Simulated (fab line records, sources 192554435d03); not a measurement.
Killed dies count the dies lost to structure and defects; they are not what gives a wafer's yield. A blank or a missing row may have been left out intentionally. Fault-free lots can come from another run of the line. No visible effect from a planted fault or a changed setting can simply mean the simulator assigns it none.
Comparing a struck lot with a sound one	flow n5 finfet	14 out of 1938 route steps
Sound: wafers L407.3, L407.4, L407.5. Struck: wafer L413.4 (left out: L413.3, a lot-mate that was not struck); the cause follows at the end.
Per side, at each step with rows, come the tool, then ch with its chambers, and then its first start. Under that, the readings that differ: sound wafers	struck wafers	difference of the means	sigmas: that difference in standard deviations of wafers without a fault.
alike: readings with means less than 2 such deviations apart, plus words and numbers identical on both sides. not compared: withheld readings, readings lacking a value on some wafer, bounds such as >300 that could conceal the same value, and numbers that have no deviation in the record and whose values overlap.
The two part at a step that has a row with sigmas, a row that says differs or no value, or rows on one side only. When numbers do not overlap yet have no deviation, they are printed without sigmas and do not part them. Lack of a reading on every wafer of one side parts them only where that side has two or more wafers.

N5_BEOL_M5_SPUTTER_81: material Cu, target thk 15 nm, time 27.62 s.
  sound on pvd sputter-03, day 9 21:26; struck on pvd sputter-02, day 11 11:36
  alike: throttle valve pct
then, 2 steps without rows for these wafers: N5_BEOL_M5_ANNEAL_82 (time 1800 s); N5_BEOL_M5_SPUTTER_83 (material Cu, target thk 15 nm, time 27.62 s).
N5_BEOL_M5_ANNEAL_84: time 1800 s.
  sound on pvd sputter-03, day 9 22:35; struck on pvd sputter-02, day 11 12:46
  alike: heater power w
N5_BEOL_M5_SPUTTER_88: material Cu, target thk 15 nm, time 27.62 s.
  sound on pvd sputter-03, day 9 23:36; struck on pvd sputter-02, day 11 13:46
  alike: throttle valve pct
then, 1 step without rows for these wafers: N5_BEOL_M5_ANNEAL_89 (time 1800 s).
N5_BEOL_M5_SPUTTER_90: material Cu, target thk 4.5 nm, time 8.29 s.
  sound on pvd sputter-03, day 10 00:41; struck on pvd sputter-02, day 11 14:52
  alike: throttle valve pct
then, 2 steps without rows for these wafers: N5_BEOL_M5_ECD_50 (material Cu, target thk 300 nm); N5_BEOL_M5_ANNEAL_51 (time 90 s).
N5_BEOL_M5_CMP_52: polishes, stops on SiCOH lowk, t overpolish 6.9 s, target thk 62 nm.
  sound on cmp-04 ch 0,1,2, day 10 01:56; struck on cmp-01 ch 1, day 11 15:24
reading	sound	struck	difference	sigmas
barrier field endpoint s (s)	24.5 23.9 24.5	25.6	+1.3	+2
time to endpoint s (s)	63 57 62	71	+10	+3
  alike: head pressure psi, motor current A, overpolish run s, slurry filter dp kPa
N5_BEOL_M5_THK_MEAS_53: measures by xrf.
  sound on film metro-02, day 10 02:09; struck on film metro-02, day 11 15:39
  alike: M5_THK
then, 1 step without rows for these wafers: N5_BEOL_M5_PRE_CLEAN_77 (time 15 s).
N5_BEOL_M5_CO_CAP_78: material Co, precursor CCTBA/H2, target thk 2 nm, time 102.1 s.
  sound on cvd co-01 ch 0,1, day 10 02:14; struck on cvd co-02 ch 2, day 11 15:44
reading	sound	struck	difference	sigmas
run length s (s)	124.1 123.9 125.8	208.5	+83.9	+99 or more
model.Co_of_BEOL_M5_CO_CAP_78.thk nm (nm)	1.8 2 2	3.6	+1.7	
  alike: heater power w
then, 1 step without rows for these wafers: N5_BEOL_M5_PRE_CLEAN_55 (time 15 s).

== WHERE THEY PART ==
Last at N5_BEOL_M5_CO_CAP_78 as far as this record goes, first at N5_BEOL_M5_CMP_52.

WHY: what had been put in by the simulator
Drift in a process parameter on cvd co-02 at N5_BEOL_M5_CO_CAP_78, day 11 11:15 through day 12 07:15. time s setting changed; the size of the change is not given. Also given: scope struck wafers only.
